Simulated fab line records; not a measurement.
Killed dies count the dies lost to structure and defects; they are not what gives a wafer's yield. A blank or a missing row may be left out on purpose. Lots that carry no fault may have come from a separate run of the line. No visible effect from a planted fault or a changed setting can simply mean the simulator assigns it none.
Comparing a struck lot with a sound one    flow nand-harc    14 out of 1159 route steps
Sound: the wafers L853.2, L853.4, L853.6. The struck wafers were L860.1, L860.3, L860.6. The cause is given at the end.
Each step with rows lists, per side, the tool, then ch with its chambers, then its first start. Under that, the readings that differ: sound wafers    struck wafers    difference of the means    sigmas: that difference in standard deviations of wafers without a fault.
alike: readings with means less than 2 such deviations apart, plus words and numbers identical on both sides. not compared: withheld readings, readings lacking a value on some wafer, bounds such as >300 that could conceal the same value, and numbers that have no deviation in the record and whose values overlap.
The two part at a step that has a row with sigmas, a row that says differs or no value, or rows on one side only. Numbers that don't overlap but have no deviation are shown without sigmas and don't part them. A reading missing from all wafers of one side parts the sides only when that side holds two or more wafers.

first, 1 step without rows for these wafers: NHARC_A_ONON_D1_DEP_12 (target thk 1000 nm).
NHARC_A_ONON_D1_THK_MEAS_14: measures by ellipsometry.
  sound on film-metro-02 at day 7 22:14; struck on film-metro-02 at day 9 14:09
  alike: thk-nm
then, 2 steps without rows for these wafers: NHARC_A_ONON_D1_ANNEAL_15 (time 3600 s); NHARC_A_ONON_D1_DEP_16 (target thk 1000 nm).
NHARC_A_ONON_D1_THK_MEAS_18: measures by ellipsometry.
  sound on film-metro-01 at day 8 05:53; struck on film-metro-01 at day 9 22:52
reading      sound        struck          difference  sigmas
thk-nm (nm)  986 987 988  1008 1008 1007  +21         +2
next comes 1 step that has no rows for these wafers: NHARC_A_ONON_D1_DEP_19 (target thickness 1000 nm).
NHARC_A_ONON_D1_THK_MEAS_21: measures by ellipsometry.
  sound on film-metro-01 at day 8 06:45; struck on film-metro-01 at day 9 23:26
reading      sound           struck       difference  sigmas
thk-nm (nm)  1014 1013 1014  992 991 992  -22         -2
next comes 1 step that has no rows for these wafers: NHARC_A_ONON_D1_DEP_22 (target thickness 1000 nm).
NHARC_A_ONON_D1_THK_MEAS_24: measures by ellipsometry.
  sound on film-metro-01 at day 8 07:27; struck on film-metro-02 at day 10 00:01
reading      sound           struck       difference  sigmas
thk-nm (nm)  1006 1008 1007  984 982 985  -23         -2
next comes 1 step that has no rows for these wafers: NHARC_A_ONON_D1_DEP_25 (target thickness 1000 nm).
NHARC_A_ONON_D1_THK_MEAS_27: measures by ellipsometry.
  sound on film-metro-01 at day 8 08:01; struck on film-metro-01 at day 10 00:34
  alike: thk-nm
NHARC_A_ONON_D1_DEP_28: target thk 1000 nm.
  sound on pecvd-onon-03 ch 0, day 8 08:09; struck on pecvd-onon-02 ch 0, day 10 00:37
NHARC_A_ONON_D1_THK_MEAS_30: measures by ellipsometry.
  sound on film-metro-01 at day 8 08:35; struck on film-metro-01 at day 10 01:08
reading      sound        struck          difference  sigmas
thk-nm (nm)  984 984 984  1120 1121 1122  +137        +12
NHARC_A_ONON_D1_DEP_33: deposits SiO2, target thk 200 nm.
  sound on pecvd-01 ch 0,2, day 8 08:44; struck on pecvd-02 ch 0,1,2, day 10 01:11
  alike: chamber-pressure-Torr, heater-power-w, throttle-valve-pct

## WHERE THEY PART
Earliest at NHARC_A_ONON_D1_THK_MEAS_18; latest, in this record, at NHARC_A_ONON_D1_THK_MEAS_30. Later steps at which nothing parts them and some readings are alike: NHARC_A_ONON_D1_DEP_33.

WHY: what had been put in by the simulator
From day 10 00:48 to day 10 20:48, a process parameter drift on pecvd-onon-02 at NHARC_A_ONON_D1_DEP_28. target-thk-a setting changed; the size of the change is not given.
